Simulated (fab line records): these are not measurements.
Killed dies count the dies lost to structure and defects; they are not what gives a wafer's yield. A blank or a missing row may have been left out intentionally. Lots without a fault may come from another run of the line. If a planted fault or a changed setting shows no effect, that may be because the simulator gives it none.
Matching of chambers -- flow n5-finfet -- rie-diel-02 running N5_BEOL_M13_ETCH_59: 4 sister chambers
The step etches BARC in N2/H2, target depth 89 nm, overetch 26.7 nm, time 67.9 s. 15 wafers are shown with their chamber, then 7 later ones without.

== WAFERS WITH THEIR CHAMBER ==
wafer,chamber,drypump-motor-current-A (A),showerhead-plenum-p-Torr (Torr),throttle-valve-pct (%)
L524.3,2,6.0,2.53,17.85
L524.6,3,5.6,2.50,17.79
L527.1,0,5.1,2.60,18.23
L527.4,1,5.6,2.48,17.97
L527.6,0,5.1,2.60,18.20
L530.2,3,5.6,2.49,17.81
L530.4,2,6.1,2.53,17.87
L532.1,2,6.1,2.52,17.90
L532.5,0,5.1,2.60,18.25
L532.6,2,6.0,2.52,17.88
L538.4,0,5.1,2.59,18.26
L538.5,3,5.6,2.48,17.84
L538.6,2,6.1,2.52,17.92
L542.1,1,5.7,2.47,18.02
L542.2,2,6.0,2.52,17.92

SIGNATURES (averages over the wafers above)
reading,chamber 0,chamber 1,chamber 2,chamber 3,scatter within a chamber
drypump-motor-current-A,5.100,5.650,6.050,5.600,0.0426
showerhead-plenum-p-Torr,2.5975,2.4750,2.5233,2.4900,0.00645
throttle-valve-pct,18.2350,17.9950,17.8900,17.8133,0.028
Rule: a wafer's distance from a chamber is the root of the sum, over the readings, of the square of ((its reading less the chamber's mean) divided by the reading's scatter). If the next closest chamber is less than 2 further off than the closest, the wafer can't be placed; otherwise it belongs to the closest. The scatter: the root of (the sum of the squares of (reading less its chamber's mean) over the shown wafers, divided by (wafers less chambers)).

== WAFERS WITHOUT THEIR CHAMBER ==
wafer,drypump-motor-current-A (A),showerhead-plenum-p-Torr (Torr),throttle-valve-pct (%)
L542.3,5.6,2.48,17.83
L544.1,5.7,2.46,18.04
L544.5,5.6,2.48,17.84
L544.6,5.6,2.46,18.02
L545.1,6.1,2.51,17.96
L545.3,5.6,2.48,17.87
L545.5,6.1,2.51,17.95

== EACH ONE'S CHAMBER ==
wafer,from the rows above,in truth
L542.3,3,3
L544.1,1,1
L544.5,3,3
L544.6,1,1
L545.1,2,2
L545.3,3,3
L545.5,2,2
7 of 7 placed correctly. Can't be placed from these rows: 0. Number placed wrongly: 0.
